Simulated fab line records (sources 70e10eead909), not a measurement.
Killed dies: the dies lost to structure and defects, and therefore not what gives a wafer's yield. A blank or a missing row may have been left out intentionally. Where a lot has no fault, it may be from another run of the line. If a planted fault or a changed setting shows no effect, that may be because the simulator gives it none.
Chamber matching + flow nand_harc + NHARC_P_M1_ETCH_35 on rie_diel-10 has 4 sister chambers
The step etches the open film in N2/H2, target depth 40 nm, overetch 12 nm, time 43.94 s. 7 wafers are shown with their chamber, then 7 later ones without.

EACH WAFER AND ITS CHAMBER
| wafer  | chamber | drypump_motor_current_A (A) | rf_vpp_V (V) |
|--------|---------|-----------------------------|--------------|
| L537.1 | 0       | 5.9                         | 429.3        |
| L537.5 | 2       | 6.0                         | 429.3        |
| L539.1 | 2       | 6.1                         | 429.2        |
| L539.3 | 0       | 5.9                         | 428.3        |
| L539.6 | 3       | 6.2                         | 434.4        |
| L544.1 | 1       | 5.4                         | 430.2        |
| L544.2 | 3       | 6.2                         | 431.0        |

WAFERS WITH NO CHAMBER GIVEN
| wafer  | drypump_motor_current_A (A) | rf_vpp_V (V) |
|--------|-----------------------------|--------------|
| L544.4 | 6.1                         | 427.7        |
| L545.2 | 5.4                         | 431.1        |
| L545.3 | 6.2                         | 433.4        |
| L545.5 | 6.2                         | 431.1        |
| L551.2 | 5.9                         | 429.0        |
| L551.5 | 6.2                         | 430.8        |
| L551.6 | 5.9                         | 428.5        |

WHICH CHAMBER EACH WENT THROUGH
| wafer  | from the rows above | in truth |
|--------|---------------------|----------|
| L544.4 | 2                   | 2        |
| L545.2 | 1                   | 1        |
| L545.3 | 3                   | 3        |
| L545.5 | 3                   | 3        |
| L551.2 | 0                   | 0        |
| L551.5 | 3                   | 3        |
| L551.6 | 0                   | 0        |
Placed correctly: 7 of 7. Number that these rows cannot place: 0. Wrongly placed: 0.
How it was worked out, from the rows above alone: a wafer's distance from a chamber is the root of the sum, over the readings, of the square of ((its reading less the chamber's mean) divided by the reading's scatter). If the next closest chamber is less than 2 further off than the closest, the wafer can't be placed; otherwise it belongs to the closest. The mean given for a chamber averages the wafers shown for that chamber. The scatter: the root of (the sum of the squares of (reading less its chamber's mean) over the shown wafers, divided by (wafers less chambers)).
